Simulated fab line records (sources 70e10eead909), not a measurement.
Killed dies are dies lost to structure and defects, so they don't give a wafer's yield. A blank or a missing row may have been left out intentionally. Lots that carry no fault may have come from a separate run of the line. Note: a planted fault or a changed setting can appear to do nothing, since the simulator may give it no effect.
Matching of chambers ; flow nandHarc ; NHARC_A_CONTACT_ETCH_50 on rieDiel-03: 4 sister chambers
The step etches the open film in CF4/CHF3, target depth 121 nm, time 60.5 s. 14 wafers are shown with their chamber, then 6 later ones without.

EACH WAFER AND ITS CHAMBER
wafer;chamber;showerheadPlenumPTorr (Torr);rfVppV (V);runLengthS (s)
L413.2;2;1.54;371.0;82.0
L413.3;0;1.59;371.8;81.0
L413.5;2;1.54;370.2;82.3
L414.1;0;1.59;370.8;81.3
L414.2;3;1.63;372.9;81.3
L414.4;1;1.64;372.5;81.4
L421.1;0;1.58;371.3;81.8
L421.2;2;1.53;370.1;82.0
L421.5;1;1.63;372.8;81.9
L423.2;2;1.53;366.6;81.8
L423.4;3;1.62;372.2;82.0
L423.6;1;1.63;372.4;81.9
L426.1;2;1.53;368.6;82.0
L426.2;1;1.63;372.3;82.1

SIGNATURES (means of the wafers above)
reading;chamber 0;chamber 1;chamber 2;chamber 3;scatter within a chamber
showerheadPlenumPTorr;1.5867;1.6325;1.5340;1.6250;0.00558
rfVppV;371.300;372.500;369.300;372.550;1.14
runLengthS;81.367;81.825;82.020;81.650;0.311
Rule: a wafer's distance from a chamber is the root of the sum, over the readings, of the square of ((its reading less the chamber's mean) divided by the reading's scatter). The wafer belongs to the nearest chamber; if the next one is less than 2 further off, it can't be placed. The scatter: take each reading less its chamber's mean, square it, sum over the shown wafers, divide by the number of wafers less the number of chambers, and take the root.

WAFERS WITH NO CHAMBER GIVEN
wafer;showerheadPlenumPTorr (Torr);rfVppV (V);runLengthS (s)
L432.1;1.63;371.3;81.5
L432.3;1.58;372.2;81.3
L432.5;1.62;372.6;81.4
L436.2;1.58;371.4;81.4
L436.3;1.62;372.4;81.4
L436.6;1.63;371.7;81.4

CHAMBER TAKEN BY EACH
wafer;from the rows above;in truth
L432.1;can't be placed: 3 or 1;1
L432.3;0;0
L432.5;can't be placed: 3 or 1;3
L436.2;0;0
L436.3;can't be placed: 3 or 1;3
L436.6;can't be placed: 3 or 1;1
Placed correctly: 2 of 6. Not placeable from these rows: 4 (in 4, the candidates include the true chamber). Number placed wrongly: 0.
